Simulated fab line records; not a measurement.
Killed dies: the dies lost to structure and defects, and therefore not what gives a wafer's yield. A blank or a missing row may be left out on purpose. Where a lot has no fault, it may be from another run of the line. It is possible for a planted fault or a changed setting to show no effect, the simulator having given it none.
Chamber matching ; flow n5 finfet ; 3 sister chambers for N5_BEOL_M0_SAQP_SPACER1_ETCHBACK_99 on rie diel-06
The step etches SiO2 in CHF3/O2, target depth 15.4 nm, time 7.7 s. 16 wafers are shown with their chamber, then 7 later ones without.

WAFERS, EACH WITH ITS CHAMBER
wafer;chamber;showerhead plenum p Torr (Torr);drypump motor current A (A);throttle valve pct (%)
L075.1;3;2.29;5.1;18.85
L075.4;2;2.52;6.0;18.53
L075.5;1;2.47;6.0;18.58
L077.2;1;2.47;6.0;18.59
L077.3;2;2.52;6.0;18.55
L077.6;3;2.29;5.1;18.88
L078.2;3;2.29;5.1;18.87
L078.5;3;2.29;5.1;18.86
L078.6;2;2.52;5.9;18.55
L079.3;3;2.29;5.1;18.86
L079.4;2;2.52;5.9;18.56
L079.6;2;2.52;5.9;18.57
L080.1;1;2.46;6.0;18.58
L080.2;3;2.29;5.1;18.87
L080.6;1;2.46;6.0;18.59
L081.1;3;2.29;5.1;18.88

SIGNATURES (means of the wafers above)
reading;chamber 1;chamber 2;chamber 3;scatter within a chamber
showerhead plenum p Torr;2.4650;2.5200;2.2900;0.00277
drypump motor current A;6.000;5.940;5.100;0.0304
throttle valve pct;18.5850;18.5520;18.8671;0.0115
Rule: a wafer lies at a distance from a chamber equal to the root of the sum of squares, over the readings, of (its reading less the chamber's mean, divided by the reading's scatter). If the next closest chamber is less than 2 further off than the closest, the wafer can't be placed; otherwise it belongs to the closest. How the scatter is found: for the shown wafers, subtract from each reading the mean of its chamber, square and add these, divide the total by (wafers less chambers), then take the root.

WAFERS MISSING THEIR CHAMBER
wafer;showerhead plenum p Torr (Torr);drypump motor current A (A);throttle valve pct (%)
L081.6;2.46;6.0;18.61
L083.1;2.52;6.0;18.55
L083.3;2.46;6.0;18.62
L083.5;2.52;6.0;18.55
L096.1;2.28;5.1;18.91
L096.2;2.51;6.0;18.59
L096.3;2.45;6.0;18.65

EACH ONE'S CHAMBER
wafer;from the rows above;in truth
L081.6;1;1
L083.1;2;2
L083.3;1;1
L083.5;2;2
L096.1;3;3
L096.2;2;2
L096.3;1;1
7 of 7 placed correctly. Can't be placed from these rows: 0. Wrongly placed: 0.
